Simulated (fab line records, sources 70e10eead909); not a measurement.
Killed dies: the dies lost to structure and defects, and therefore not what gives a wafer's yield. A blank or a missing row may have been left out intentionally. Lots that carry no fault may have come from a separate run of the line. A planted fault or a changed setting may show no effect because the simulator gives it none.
A struck lot beside a sound one + flow nand-harc + 14 out of 1159 route steps
Sound: the wafers L283.1, L283.2, L283.3. Wafers L290.1, L290.3, L290.5 were the ones struck. Last of all comes the cause.
Each step with rows lists, per side, the tool, then ch with its chambers, then its first start. Under that, the readings that differ: sound wafers + struck wafers + difference of the means + sigmas: that difference in standard deviations of wafers without a fault.
alike: words and numbers the same on both sides, and readings whose means are apart by under 2 such deviations; not compared: readings that were withheld, readings missing a value for some wafer, numbers with overlapping values and no deviation given by the record, and bounds like >300 which may hide the same value.
The two part at a step that has a row with sigmas, a row that says differs or no value, or rows on one side only. Non-overlapping numbers with no deviation appear without sigmas and do not part them. A reading missing from all wafers of one side parts the sides only when that side holds two or more wafers.

first, 3 steps without rows for these wafers: NHARC_A_CONTACT_ETCH_134 (etches the open film in C4F8/O2/Ar, time 140 s, target depth 700 nm); NHARC_A_CONTACT_ETCH_135 (etches the open film in C4F8/O2/Ar, time 132 s, target depth 1287 nm); NHARC_A_CONTACT_ETCH_136 (etches the open film in C4F8/O2/Ar, time 132 s, target depth 1287 nm).
NHARC_A_CONTACT_ETCH_137: etches the open film in C4F8/O2/Ar, time 132 s, target depth 1287 nm.
  sound on har-cap-etch-03 ch 0,1, day 17 16:47; struck on har-cap-etch-03 ch 0, day 21 15:28
  alike: run-length-s
  not compared: rf-hours-counter-h
NHARC_A_CONTACT_ETCH_138: etches the open film in C4F8/O2/Ar, time 132 s, target depth 1289 nm.
  sound on har-cap-etch-03 ch 0,1, day 17 16:55; struck on har-cap-etch-03 ch 0, day 21 15:35
  alike: run-length-s
  not compared: rf-hours-counter-h
NHARC_A_CONTACT_ETCH_139: etches the open film in C4F8/O2/Ar, time 137 s, target depth 590 nm.
  sound on har-cap-etch-03 ch 0,1, day 17 17:02; struck on har-cap-etch-03 ch 0, day 21 15:43
  alike: run-length-s
  not compared: rf-hours-counter-h
NHARC_A_CONTACT_ETCH_92: etches the open film in CH3F/O2, target depth 40 nm, time 85.7 s.
  sound on rie-diel-05 ch 1,2,3, day 17 17:28; struck on rie-diel-05 ch 0,2, day 21 16:15
  alike: drypump-motor-current-A, oes-product-au, rf-vpp-V, run-length-s, showerhead-plenum-p-Torr, throttle-valve-pct
  not compared: rf-hours-counter-h
then, 1 step without rows for these wafers: NHARC_A_CONTACT_ETCH_98 (etches the open film in C4F6/O2, target depth 20 nm, time 10 s).
NHARC_A_CONTACT_CD_MEAS_15:
  sound: cd-sem-02 at day 17 17:41; struck: cd-sem-01 at day 21 16:57
  alike: cd-nm
then, 3 steps without rows for these wafers: NHARC_A_CONTACT_STRIP_107 (strips in N2/H2); NHARC_A_CONTACT_STRIP_108 (strips in CF4/CHF3); NHARC_A_CONTACT_STRIP_109 (strips in O2/COS).
NHARC_A_CONTACT_ETCH_110: etches the open film in CF4/O2, target depth 50 nm, overetch 5 nm, time 27.5 s.
  sound on rie-diel-05 ch 1,2,3, day 17 17:59; struck on rie-diel-05 ch 0,1,3, day 21 17:56
| reading          | sound          | struck         | difference | sigmas |
|------------------|----------------|----------------|------------|--------|
| run-length-s (s) | 48.6 49.3 49.0 | 46.6 46.6 45.6 | -2.7       | -7     |
  alike: drypump-motor-current-A, oes_ar_750_au, oes-product-au, rf-vpp-V, showerhead-plenum-p-Torr, throttle-valve-pct
  not compared: rf-hours-counter-h
NHARC_A_CONTACT_STRIP_26: strips in O2.
  sound: rie-diel-05 ch 0,1,3; struck: rie-diel-05 ch 2,3
  alike: drypump-motor-current-A, oes-product-au, rf-vpp-V, showerhead-plenum-p-Torr, throttle-valve-pct
  not compared: rf-hours-counter-h

== WHERE THEY PART ==
At NHARC_A_CONTACT_ETCH_110 and nowhere else, as far as this record goes. Later steps at which nothing parts them and some readings are alike: NHARC_A_CONTACT_STRIP_26.

WHY: what the simulator had put in
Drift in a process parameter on rie-diel-05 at NHARC_A_CONTACT_ETCH_110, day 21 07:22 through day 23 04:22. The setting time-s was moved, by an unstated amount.
